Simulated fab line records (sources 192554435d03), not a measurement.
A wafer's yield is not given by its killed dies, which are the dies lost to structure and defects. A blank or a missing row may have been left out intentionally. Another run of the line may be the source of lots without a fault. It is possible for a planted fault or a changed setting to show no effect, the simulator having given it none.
Which of the tools did it? :: flow n5Finfet :: 10 lots, 30 wafers sampled, at 3 steps of a route of 1938

WHAT THE GAUGES READ, wafer by wafer
N5_BEOL_M11_OVL_MEAS_12.
lot: L485
measured: day 11 03:20
on: overlay-02
M11_OVL (nm): 0.7 1.4 2.8

lot: L483
measured: day 11 03:23
on: overlay-01
M11_OVL (nm): -0.2 -0.2 1.9

lot: L487
measured: day 11 15:35
on: overlay-01
M11_OVL (nm): -0.1 0.4 1.6

lot: L496
measured: day 14 03:48
on: overlay-02
M11_OVL (nm): 17.8 18.5 18.0

lot: L497
measured: day 14 18:56
on: overlay-01
M11_OVL (nm): 18.1 18.6 18.9

lot: L500
measured: day 15 00:15
on: overlay-01
M11_OVL (nm): 0.7 0.1 0.7

lot: L502
measured: day 15 04:14
on: overlay-02
M11_OVL (nm): -1.3 -0.9 -0.4

lot: L503
measured: day 15 20:24
on: overlay-02
M11_OVL (nm): -0.8 1.4 0.1

lot: L504
measured: day 16 08:28
on: overlay-01
M11_OVL (nm): 1.2 1.0 1.0

lot: L505
measured: day 16 14:22
on: overlay-02
M11_OVL (nm): 1.1 0.4 -0.9

EACH LOT AND THE TOOL THAT RAN IT (in order: tool; ch and the chambers of the sampled wafers; start)
lot: L485
N5_BEOL_M10_SURFACE_TREAT_76: pvdSputter-03, day 10 23:05
N5_BEOL_M11_EXPOSE_08: arfiScanner-01 ch 0, day 11 03:11

lot: L483
N5_BEOL_M10_SURFACE_TREAT_76: pvdSputter-03, day 10 23:50
N5_BEOL_M11_EXPOSE_08: arfiScanner-01 ch 0, day 11 03:14

lot: L487
N5_BEOL_M10_SURFACE_TREAT_76: pvdSputter-02, day 11 12:16
N5_BEOL_M11_EXPOSE_08: arfiScanner-02 ch 0, day 11 15:26

lot: L496
N5_BEOL_M10_SURFACE_TREAT_76: pvdSputter-01, day 13 23:47
N5_BEOL_M11_EXPOSE_08: arfiScanner-01 ch 0, day 14 03:38

lot: L497
N5_BEOL_M10_SURFACE_TREAT_76: pvdSputter-03, day 14 15:28
N5_BEOL_M11_EXPOSE_08: arfiScanner-01 ch 0, day 14 18:48

lot: L500
N5_BEOL_M10_SURFACE_TREAT_76: pvdSputter-01, day 14 21:17
N5_BEOL_M11_EXPOSE_08: arfiScanner-02 ch 0, day 15 00:06

lot: L502
N5_BEOL_M10_SURFACE_TREAT_76: pvdSputter-03, day 14 23:20
N5_BEOL_M11_EXPOSE_08: arfiScanner-03 ch 0, day 15 04:04

lot: L503
N5_BEOL_M10_SURFACE_TREAT_76: pvdSputter-02, day 15 16:16
N5_BEOL_M11_EXPOSE_08: arfiScanner-03 ch 0, day 15 20:15

lot: L504
N5_BEOL_M10_SURFACE_TREAT_76: pvdSputter-02, day 16 02:53
N5_BEOL_M11_EXPOSE_08: arfiScanner-02 ch 0, day 16 08:20

lot: L505
N5_BEOL_M10_SURFACE_TREAT_76: pvdSputter-03, day 16 08:40
N5_BEOL_M11_EXPOSE_08: arfiScanner-03 ch 0, day 16 14:13
- N5_BEOL_M10_SURFACE_TREAT_76
- N5_BEOL_M11_EXPOSE_08: exposes mask M11.

THE ANSWER, worked out from the rows above alone
Rule: the lots themselves supply what counts as usual. The widest of any qualifying gaps counts: lots, ordered by their means at a reading, are off when they make up no more than a third of the lots, leave a main group of 4 or more, and stand apart from it by 3 or more times the standard deviation of that group's means. A main group whose means are all the same, to the digits that the tables above print for the reading, isn't used. Also off: a lot with no number at a reading for which 4 or more lots have one. Any other lot the step has rows for is counted as sound.
Off: L496, L497, at N5_BEOL_M11_OVL_MEAS_12 (M11_OVL). Main group: mean 0.5 nm, sd 0.68.
A tool fits if, at a process step before that reading, it ran every lot that is off, and no sound lot after the first of them. The gauges at N5_BEOL_M11_OVL_MEAS_12 are tried like those tools. One candidate fits, namely arfiScanner-01 at N5_BEOL_M11_EXPOSE_08. A fault onset in the window from L483 (day 11 03:14, its last sound lot) to L496 (day 14 03:38, its first lot off) fits.

WHAT HAD BEEN PUT IN BY THE SIMULATOR
Scanner matching overlay: arfiScanner-01, from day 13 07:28 on, at N5_BEOL_M11_EXPOSE_08. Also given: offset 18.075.
Lots struck among those shown: L496, L497. This agrees with what the rule above found.
